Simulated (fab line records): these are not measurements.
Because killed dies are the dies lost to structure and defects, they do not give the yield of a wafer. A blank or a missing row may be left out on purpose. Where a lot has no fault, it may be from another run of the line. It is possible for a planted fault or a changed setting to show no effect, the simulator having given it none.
fab line records	flow nandHarc	part 1 of 2: steps 1 to 28 of 38
record lots=5	wafers=15	lastDay=34
route steps=1302 shown P_M0@273 P_M1@285
lots untouched by any fault: they come from a run of this same line in which no faults occurred
startH: hours from the record's first day to the start of the lot's first wafer shown	waitH: how many hours have passed since the lot's step before this one	" repeats the value in the row above	L1.1+2: one row covering several wafers at once	- no value present, or no start provided	* or withheld: withheld	< > ~ a bound
route shown NAME@n: NAME is a module with steps in the file, n the number in the route of the first one	usual: the fault-free wafers' mean and standard deviation	same: alike in all rows	chamber/n: place in a boat	sites: readings site by site	_std_site: standard deviation across them	_edge_site: mean of outer sites minus mean of inner sites	radiusMm: how far each site lies from the wafer's centre	mask NAME#n: copy n	behind: the most recent tool/chamber to have shaped the wafer	hold: why the lot went on hold/how many hours it stayed there/how the hold came to an end	device: transistor that didn't switch, given as n, p or np	end of line: the tests these same wafers got at the end of their route	a step with no rows: only its recipe	killed: the dies lost at the first sort to structure and to defects; this is not the yield of the wafer	map: dies across one wafer; x = killed, . = not, _ = none there
set.NAME: the run value of the setting; set.NAME@STEP: its run value at that earlier step	model.NAME: the simulator's own value behind a step, which no gauge read
lots at selected steps of the route; one table per step, one row per wafer
services: a tool's chamber out of use, with start hour (startH, from the record's first day; less than 0 if before it), hours out, and reason
## steps
# step NHARC_P_M0_PRE_CLEAN_29
# recipe timeS=30	tempC=280	gas=H2/He
# usual heaterPowerW=422/47
lot.wafer	tool	chamber	startH	waitH	heaterPowerW
L076.4	pvdSputter-02	-	-	-	471
L076.1	"	-	"	"	376
L076.2	"	-	"	"	426
L085.2	pvdSputter-02	-	-	-	456
L085.1	"	-	"	"	420
L085.6	"	-	"	"	463
L091.4	pvdSputter-02	-	-	-	379
L091.6	"	-	"	"	443
L091.5	"	-	"	"	484
L095.4	pvdSputter-02	-	-	-	377
L095.5	"	-	"	"	368
L095.6	"	-	"	"	423
L097.4	pvdSputter-01	-	-	-	337
L097.3	"	-	"	"	408
L097.1	"	-	"	"	415
# step NHARC_P_M0_PVD_20
# recipe targetThkA=50	biasV=168.6	powerW=15000	chamberPressurePa=0.12	timeS=8.06	substrateTempC=50	material=TaN
# usual throttleValvePct=30.4/0.95
lot.wafer	tool	chamber	startH	waitH	throttleValvePct
L076.4	pvdSputter-02	-	-	-	30.9
L076.1	"	-	"	"	32.2
L076.2	"	-	"	"	29.2
L085.1	pvdSputter-02	-	-	-	32.1
L085.2	"	-	"	"	29.3
L085.6	"	-	"	"	31.8
L091.4	pvdSputter-02	-	-	-	31.4
L091.6	"	-	"	"	30.2
L091.5	"	-	"	"	31.2
L095.4	pvdSputter-02	-	-	-	31.0
L095.5	"	-	"	"	29.1
L095.6	"	-	"	"	30.0
L097.4	pvdSputter-01	-	-	-	30.8
L097.3	"	-	"	"	29.4
L097.1	"	-	"	"	29.3
# step NHARC_P_M0_PVD_21
# recipe targetThkA=300	chamberPressurePa=5	powerW=5000	substrateTempC=30	timeS=20.49	material=Cu
# usual throttleValvePct=30.3/0.93
lot.wafer	tool	chamber	startH	waitH	throttleValvePct
L076.4	pvdSputter-02	-	-	-	29.6
L076.2	"	-	"	"	28.9
L076.1	"	-	"	"	30.9
L085.2	pvdSputter-02	-	-	-	29.2
L085.1	"	-	"	"	31.9
L085.6	"	-	"	"	30.8
L091.4	pvdSputter-02	-	-	-	30.1
L091.6	"	-	"	"	30.1
L091.5	"	-	"	"	31.2
L095.4	pvdSputter-02	-	-	-	30.0
L095.5	"	-	"	"	28.9
L095.6	"	-	"	"	30.3
L097.4	pvdSputter-01	-	-	-	30.6
L097.3	"	-	"	"	29.6
L097.1	"	-	"	"	29.0
# step NHARC_P_M0_ECD_22
# recipe targetThkA=4000	bathTempC=25	material=Cu
lot.wafer	tool	chamber	startH	waitH
L076.1+2+4	ecdCu-02	1,0,0	143.08	-
L085.1+2+6	ecdCu-01	0,1,1	235.37	-
L091.4+5+6	ecdCu-01	0,1,0	294.69	-
L095.4+5+6	ecdCu-01	1,1,0	331.35	-
L097.1+3+4	ecdCu-01	1,0,1	360.55	-
# step NHARC_P_M0_ANNEAL_30
# recipe tempC=225	timeS=90
# usual wafer_temp_C_max=226.2/0.4
lot.wafer	tool	chamber	startH	waitH	wafer_temp_C_max
L076.1	rtpAnneal-02	0	143.46	-	227.1
L076.2	"	0	"	"	226.9
L076.4	"	0	"	"	226.8
L085.1	rtpAnneal-01	0	235.75	0.3	225.8
L085.2	"	0	"	"	225.9
L085.6	"	0	"	"	225.9
L091.4	rtpAnneal-02	0	295.07	0.3	226.4
L091.5	"	0	"	"	226.3
L091.6	"	0	"	"	226.7
L095.4	rtpAnneal-01	0	331.78	-	225.5
L095.5	"	0	"	"	225.4
L095.6	"	0	"	"	226.1
L097.1	rtpAnneal-01	0	360.87	0.3	225.4
L097.3	"	0	"	"	225.6
L097.4	"	0	"	"	225.5
# step NHARC_P_M0_CMP_23
# recipe tOverpolishS=20	targetThkNm=117.54
# usual motorCurrentA=12.4/1.4	timeToEndpointS=29/3.7
lot.wafer	tool	chamber	startH	waitH	motorCurrentA	timeToEndpointS
L076.2	cmp-04	2	143.80	-	12.7	30
L076.1	"	0	"	"	11.8	31
L076.4	"	1	"	"	13.6	27
L085.2	cmp-04	3	236.10	-	14.4	29
L085.1	"	1	"	"	13.0	28
L085.6	"	0	"	"	12.2	32
L091.4	cmp-01	3	295.26	-	11.9	23
L091.5	"	3	"	"	12.2	23
L091.6	"	0	"	"	11.0	24
L095.4	cmp-04	2	332.02	-	13.3	30
L095.5	"	0	"	"	12.5	32
L095.6	"	1	"	"	12.6	29
L097.4	cmp-04	1	361.22	-	12.7	31
L097.3	"	2	"	"	13.6	31
L097.1	"	3	"	"	14.1	32
# step NHARC_P_M0_THK_MEAS_24
# recipe thkMeasGauge=xrf
# usual thkNm=117.8/1.9
lot.wafer	tool	chamber	startH	waitH	thkNm
L076.1	filmMetro-01	-	144.12	-	120.8
L076.2	"	-	"	"	117.5
L076.4	"	-	"	"	117.5
L085.1	filmMetro-02	-	236.41	-	118.8
L085.2	"	-	"	"	117.6
L085.6	"	-	"	"	119.0
L091.4	filmMetro-01	-	295.58	-	116.3
L091.5	"	-	"	"	114.6
L091.6	"	-	"	"	118.0
L095.4	filmMetro-02	-	332.28	-	120.2
L095.5	"	-	"	"	120.7
L095.6	"	-	"	"	118.4
L097.1	filmMetro-01	-	361.53	-	117.5
L097.3	"	-	"	"	119.0
L097.4	"	-	"	"	119.5
# step NHARC_P_M0_SRD_25
lot.wafer	tool	chamber	startH	waitH
L076.1+2+4	wetBench-10	1,3,5	144.16	0.0
L085.1+6+2	wetBench-10	4,5,6	236.46	0.1
L091.5+4+6	wetBench-10	7,0,2	295.62	0.0
L095.5+6+4	wetBench-08	5,6,7	332.33	0.0
L097.4+1+3	wetBench-08	4,6,7	361.57	0.0
# step NHARC_P_M0_INSPECT_27
# usual rawDefectCount=302/120
lot.wafer	tool	chamber	startH	waitH	rawDefectCount
L076.1	defectInspect-02	-	144.27	0.0	539
L076.2	"	-	"	"	315
L076.4	"	-	"	"	259
L085.1	defectInspect-01	-	236.57	0.0	166
L085.2	"	-	"	"	182
L085.6	"	-	"	"	198
L091.4	defectInspect-01	-	295.74	0.0	210
L091.5	"	-	"	"	239
L091.6	"	-	"	"	231
L095.4	defectInspect-02	-	332.44	0.0	186
L095.5	"	-	"	"	216
L095.6	"	-	"	"	173
L097.1	defectInspect-02	-	361.69	0.0	291
L097.3	"	-	"	"	213
L097.4	"	-	"	"	199
# step NHARC_P_M0_PRE_CLEAN_31
# recipe timeS=12	tempC=370	rfPowerW=300	gas=NH3
# usual heaterPowerOuterW=373/51	heaterPowerW=630/69
lot.wafer	tool	chamber	startH	waitH	heaterPowerOuterW	heaterPowerW
L076.1	pecvd-04	0	144.34	0.1	393	654
L076.2	"	2	"	"	304	537
L076.4	"	1	"	"	370	597
L085.1	pecvd-03	0	236.65	0.1	367	642
L085.2	"	1	"	"	356	618
L085.6	"	2	"	"	338	563
L091.4	pecvd-01	0	295.85	0.1	449	731
L091.5	"	1	"	"	333	591
L091.6	"	2	"	"	355	603
L095.6	pecvd-01	2	332.54	0.1	341	574
L095.5	"	0	"	"	356	592
L095.4	"	1	"	"	297	545
L097.3	pecvd-04	1	361.75	0.1	340	548
L097.1	"	0	"	"	466	781
L097.4	"	0	"	"	476	766
# step NHARC_P_M0_DEP_32
# recipe targetThkA=300	tempC=370	targetThkNm=30	pressureTorr=3	flowSccm=200	rfW=450	material=SiCN
# usual chamberPressureTorr=3.001/0.0066	heaterPowerOuterW=329/55	heaterPowerW=574/75
lot.wafer	tool	chamber	startH	waitH	chamberPressureTorr	heaterPowerOuterW	heaterPowerW
L076.1	pecvd-04	0	144.42	0.1	2.995	451	732
L076.2	"	2	"	"	2.999	282	524
L076.4	"	1	"	"	2.999	329	551
L085.1	pecvd-03	0	236.76	0.1	3.007	338	630
L085.2	"	1	"	"	2.996	278	535
L085.6	"	2	"	"	3.002	317	547
L091.4	pecvd-01	0	296.02	0.2	3.011	405	651
L091.5	"	1	"	"	3.002	282	518
L091.6	"	2	"	"	2.998	303	549
L095.6	pecvd-01	2	332.71	0.2	2.987	254	469
L095.5	"	0	"	"	3.001	386	656
L095.4	"	1	"	"	2.997	258	488
L097.3	pecvd-04	1	361.83	0.1	3.011	325	553
L097.1	"	0	"	"	2.991	474	783
L097.4	"	0	"	"	3.002	456	746
# step NHARC_P_M1_DEP_00
# recipe targetThkA=1825	targetThkNm=182.5	tempC=withheld	pressureTorr=5	flowSccm=200	rfW=600	material=SiOC
# usual chamberPressureTorr=5.001/0.011
lot.wafer	tool	chamber	startH	waitH	chamberPressureTorr
L076.2	pecvd-03	1	144.88	-	4.994
L076.1	"	2	"	"	4.987
L076.4	"	2	"	"	4.965
L085.1	pecvd-03	2	-	-	5.002
L085.2	"	1	"	"	5.010
L085.6	"	0	"	"	4.994
L091.4	pecvd-04	2	296.44	-	5.004
L091.6	"	0	"	"	5.017
L091.5	"	1	"	"	5.006
L095.4	pecvd-04	2	333.14	-	5.003
L095.5	"	0	"	"	4.995
L095.6	"	1	"	"	5.005
L097.3	pecvd-03	1	362.29	-	5.002
L097.1	"	2	"	"	4.995
L097.4	"	2	"	"	5.007
# step NHARC_P_M1_DEHYDRATE_01
# recipe tempC=150	timeS=120
lot.wafer	tool	chamber	startH	waitH
L076.1+2+4	lithoTrack-04	0	145.24	-
L085.1+2+6	lithoTrack-01	0	237.56	-
L091.4+5+6	lithoTrack-06	0	296.71	-
L095.4+5+6	lithoTrack-04	0	333.41	-
L097.1+3+4	lithoTrack-04	0	362.65	-
# step NHARC_P_M1_HMDS_02
# recipe timeS=30
lot.wafer	tool	chamber	startH	waitH
L076.1+2+4	lithoTrack-04	0	-	-
L085.1+2+6	lithoTrack-01	0	-	-
L091.4+5+6	lithoTrack-06	0	-	-
L095.4+5+6	lithoTrack-04	0	-	-
L097.1+3+4	lithoTrack-04	0	-	-
# step NHARC_P_M1_COAT_34
# recipe tempC=200	timeS=65
lot.wafer	tool	chamber	startH	waitH
L076.1+2+4	lithoTrack-04	0	-	-
L085.1+2+6	lithoTrack-01	0	-	-
L091.4+5+6	lithoTrack-06	0	-	-
L095.4+5+6	lithoTrack-04	0	-	-
L097.1+3+4	lithoTrack-04	0	-	-
# step NHARC_P_M1_COAT_03
# recipe spinRpm=1500	resistThkNm=90
lot.wafer	tool	chamber	startH	waitH
L076.1+2+4	lithoTrack-04	0	-	-
L085.1+2+6	lithoTrack-01	0	-	-
L091.4+5+6	lithoTrack-06	0	-	-
L095.4+5+6	lithoTrack-04	0	-	-
L097.1+3+4	lithoTrack-04	0	-	-
# step NHARC_P_M1_SOFTBAKE_04
# recipe tempC=105	timeS=55
lot.wafer	tool	chamber	startH	waitH
L076.1+2+4	lithoTrack-04	0	-	-
L085.1+2+6	lithoTrack-01	0	-	-
L091.4+5+6	lithoTrack-06	0	-	-
L095.4+5+6	lithoTrack-04	0	-	-
L097.1+3+4	lithoTrack-04	0	-	-
# step NHARC_P_M1_EBR_05
lot.wafer	tool	chamber	startH	waitH
L076.1+2+4	lithoTrack-04	0	-	-
L085.1+2+6	lithoTrack-01	0	-	-
L091.4+5+6	lithoTrack-06	0	-	-
L095.4+5+6	lithoTrack-04	0	-	-
L097.1+3+4	lithoTrack-04	0	-	-
# step NHARC_P_M1_EXPOSE_06
# recipe na=1.35	targetCdNm=130	doseMj=81.88	maskId=P_M1
lot.wafer	tool	chamber	startH	waitH	mask
L076.1+2+4	arfiScanner-02	0	145.40	-	P_M1#0
L085.1+2+6	arfiScanner-01	0	237.73	-	P_M1#0
L091.4+5+6	arfiScanner-01	0	296.89	-	P_M1#0
L095.4+5+6	arfiScanner-01	0	333.58	-	P_M1#0
L097.1+3+4	arfiScanner-02	0	362.94	-	P_M1#0
# step NHARC_P_M1_PEB_07
# recipe pebTempC=100	pebTimeS=65
lot.wafer	tool	chamber	startH	waitH
L076.1+2+4	lithoTrack-04	0	145.46	0.1
L085.1+2+6	lithoTrack-06	0	237.79	0.1
L091.4+5+6	lithoTrack-01	0	296.94	0.0
L095.4+5+6	lithoTrack-04	0	333.63	0.0
L097.1+3+4	lithoTrack-01	0	363.00	0.1
# step NHARC_P_M1_DEVELOP_08
# recipe developTimeS=35	devTempC=23
# usual developerTempC=23.01/0.1
lot.wafer	tool	chamber	startH	waitH	developerTempC
L076.1	lithoTrack-04	0	-	-	23.15
L076.2	"	0	"	"	22.98
L076.4	"	0	"	"	22.94
L085.1	lithoTrack-06	0	-	-	22.87
L085.2	"	0	"	"	23.00
L085.6	"	0	"	"	22.95
L091.4	lithoTrack-01	0	-	-	23.04
L091.5	"	0	"	"	22.95
L091.6	"	0	"	"	23.17
L095.4	lithoTrack-04	0	-	-	23.17
L095.5	"	0	"	"	23.06
L095.6	"	0	"	"	23.05
L097.1	lithoTrack-01	0	-	-	23.07
L097.3	"	0	"	"	23.08
L097.4	"	0	"	"	23.08
# step NHARC_P_M1_CD_MEAS_09
# recipe targetCdNm=130	landingEnergyEv=500
# usual cdNm=129.8/0.94
lot.wafer	tool	chamber	startH	waitH	cdNm
L076.1	cdSem-02	0	145.54	-	129.8
L076.2	"	0	"	"	128.9
L076.4	"	0	"	"	128.7
L085.1	cdSem-01	0	237.87	-	129.8
L085.2	"	0	"	"	129.5
L085.6	"	0	"	"	130.2
L091.4	cdSem-03	0	297.02	-	130.3
L091.5	"	0	"	"	130.1
L091.6	"	0	"	"	129.3
L095.4	cdSem-01	0	333.72	-	128.5
L095.5	"	0	"	"	128.3
L095.6	"	0	"	"	129.1
L097.1	cdSem-01	0	363.08	-	129.3
L097.3	"	0	"	"	129.9
L097.4	"	0	"	"	129.3
# step NHARC_P_M1_OVL_MEAS_10
# recipe pitchNm=260
# usual overlayXNm=0.0/0.97	overlayYNm=0.2/0.79
lot.wafer	tool	chamber	startH	waitH	overlayXNm	overlayYNm
L076.1	overlay-01	-	145.63	-	-1.0	1.1
L076.2	"	-	"	"	-1.4	1.8
L076.4	"	-	"	"	-0.7	1.5
L085.1	overlay-02	-	237.95	-	0.0	1.2
L085.2	"	-	"	"	-0.6	1.7
L085.6	"	-	"	"	-0.1	1.4
L091.4	overlay-02	-	297.10	-	0.6	-0.7
L091.5	"	-	"	"	1.1	-0.7
L091.6	"	-	"	"	1.0	-0.7
L095.4	overlay-01	-	333.80	-	0.1	1.1
L095.5	"	-	"	"	0.5	0.8
L095.6	"	-	"	"	0.3	1.1
L097.1	overlay-01	-	363.17	-	-0.4	0.0
L097.3	"	-	"	"	-0.5	0.5
L097.4	"	-	"	"	-0.4	-0.2
# step NHARC_P_M1_INSPECT_11
# usual rawDefectCount=4.4/3
lot.wafer	tool	chamber	startH	waitH	rawDefectCount
L076.1	defectInspect-01	-	145.67	0.0	2
L076.2	"	-	"	"	1
L076.4	"	-	"	"	5
L085.1	defectInspect-02	-	237.99	0.0	7
L085.2	"	-	"	"	6
L085.6	"	-	"	"	5
L091.4	defectInspect-02	-	297.14	0.0	4
L091.5	"	-	"	"	2
L091.6	"	-	"	"	3
L095.4	defectInspect-02	-	333.84	0.0	3
L095.5	"	-	"	"	2
L095.6	"	-	"	"	3
L097.1	defectInspect-01	-	363.20	0.0	1
L097.3	"	-	"	"	2
L097.4	"	-	"	"	2
# step NHARC_P_M1_DESCUM_14
# recipe timeS=3	o2FlowSccm=200	arFlowSccm=0	biasPowerW=0	chemistry=O2
# usual drypumpMotorCurrentA=6.0/0.46	oesProductAu=1.000/0.012	rfVppV=57.7/0.7	showerheadPlenumPTorr=1.89/0.071	throttleValvePct=11.311/0.0093
lot.wafer	tool	chamber	startH	waitH	drypumpMotorCurrentA	oesProductAu	rfHoursCounterH	rfVppV	showerheadPlenumPTorr	throttleValvePct
L076.2	rieDiel-12	0	145.73	0.1	6.8	0.993	4	58.3	1.86	11.321
L076.1	"	2	"	"	5.7	0.994	4	57.5	1.92	11.299
L076.4	"	2	"	"	5.7	0.991	-	56.5	1.92	11.318
L085.2	rieDiel-02	1	238.07	0.1	5.9	1.017	0	58.0	1.79	11.320
L085.1	"	2	"	"	5.7	1.000	0	58.3	1.89	11.300
L085.6	"	0	"	"	6.6	1.005	-	58.7	1.84	11.307
L091.4	rieDiel-02	0	297.22	0.1	6.5	0.990	3	57.4	1.84	11.328
L091.5	"	1	"	"	5.9	1.020	-	57.8	1.79	11.302
L091.6	"	2	"	"	5.7	1.002	-	57.4	1.89	11.318
L095.4	rieDiel-02	2	333.91	0.1	5.7	1.021	6	56.9	1.89	11.307
L095.6	"	0	"	"	6.5	1.012	-	57.0	1.84	11.309
L095.5	"	1	"	"	5.9	1.024	-	56.6	1.79	11.312
L097.4	rieDiel-12	1	363.26	0.1	6.4	1.005	9	59.0	2.02	11.318
L097.1	"	3	"	"	6.0	0.994	9	56.4	1.89	11.295
L097.3	"	0	"	"	6.8	0.999	8	57.0	1.86	11.301
# step NHARC_P_M1_ETCH_35
# recipe targetDepthA=400	overetchA=120	timeS=43.94	ionEnergyEv=200	n2FlowSccm=150	h2FlowSccm=150	arFlowSccm=0	rfW=400	biasW=150	chemistry=N2/H2
# usual drypumpMotorCurrentA=6.0/0.43	oesProductAu=1.001/0.012	rfVppV=429.8/2.3	showerheadPlenumPTorr=2.01/0.072	throttleValvePct=14.171/0.0099
lot.wafer	tool	chamber	startH	waitH	drypumpMotorCurrentA	oesProductAu	rfHoursCounterH	rfVppV	showerheadPlenumPTorr	throttleValvePct
L076.1	rieDiel-12	2	145.83	0.1	5.7	0.992	4	432.7	2.05	14.159
L076.2	"	1	"	"	6.4	0.982	4	433.7	2.17	14.175
L076.4	"	2	"	"	5.7	0.982	-	430.6	2.05	14.185
L085.1	rieDiel-02	3	238.15	0.1	5.4	1.007	1	431.0	2.04	14.166
L085.2	"	0	"	"	6.5	1.004	1	428.6	1.96	14.189
L085.6	"	2	"	"	5.7	1.005	-	430.5	2.01	14.172
L091.4	rieDiel-02	1	297.28	0.1	5.9	1.019	3	427.6	1.91	14.169
L091.6	"	1	"	"	5.9	1.009	-	426.6	1.91	14.179
L091.5	"	2	"	"	5.7	1.025	-	428.4	2.01	14.174
L095.4	rieDiel-02	3	333.99	0.1	5.4	0.993	6	430.7	2.04	14.168
L095.6	"	2	"	"	5.6	0.994	-	429.9	2.01	14.156
L095.5	"	3	"	"	5.4	0.982	-	430.7	2.04	14.162
L097.4	rieDiel-12	3	363.35	0.1	6.0	0.982	9	429.4	2.01	14.187
L097.3	"	0	"	"	6.8	0.992	8	429.1	1.98	14.173
L097.1	"	1	"	"	6.4	1.009	9	434.2	2.16	14.167
# step NHARC_P_M1_ETCH_15
# recipe targetDepthA=1825	timeS=91.2	c4f8FlowSccm=withheld	arFlowSccm=400	rfW=600	biasW=300	chemistry=C4F8/Ar
# usual oesProductAu=0.957/0.022	rfVppV=440.1/2.2
lot.wafer	tool	chamber	startH	waitH	oesProductAu	rfHoursCounterH	rfVppV
L076.2	rieDiel-12	1	-	-	0.953	4	444.7
L076.1	"	0	"	"	0.967	4	438.8
L076.4	"	0	"	"	0.945	-	439.4
L085.1	rieDiel-02	3	-	-	0.970	1	439.8
L085.2	"	2	"	"	0.979	1	439.6
L085.6	"	3	"	"	0.956	-	441.0
L091.4	rieDiel-02	1	-	-	0.967	3	437.4
L091.5	"	3	"	"	0.970	-	441.3
L091.6	"	0	"	"	0.966	-	439.3
L095.4	rieDiel-02	1	-	-	0.985	5	437.4
L095.5	"	0	"	"	0.969	-	439.7
L095.6	"	1	"	"	0.983	-	434.4
L097.4	rieDiel-12	3	-	-	0.978	9	440.8
L097.3	"	1	"	"	0.966	9	445.4
L097.1	"	2	"	"	0.946	9	440.8
# step NHARC_P_M1_CD_MEAS_16
# usual cdNm=129.8/1.1
lot.wafer	tool	chamber	startH	waitH	cdNm
L076.1	cdSem-01	-	146.08	-	129.6
L076.2	"	-	"	"	128.7
L076.4	"	-	"	"	128.2
L085.1	cdSem-02	-	238.36	-	130.1
L085.2	"	-	"	"	130.7
L085.6	"	-	"	"	130.7
L091.4	cdSem-02	-	297.51	-	129.1
L091.5	"	-	"	"	131.4
L091.6	"	-	"	"	129.2
L095.4	cdSem-01	-	334.21	-	128.5
L095.5	"	-	"	"	129.1
L095.6	"	-	"	"	129.5
L097.1	cdSem-03	-	363.57	-	129.5
L097.3	"	-	"	"	131.6
L097.4	"	-	"	"	128.2
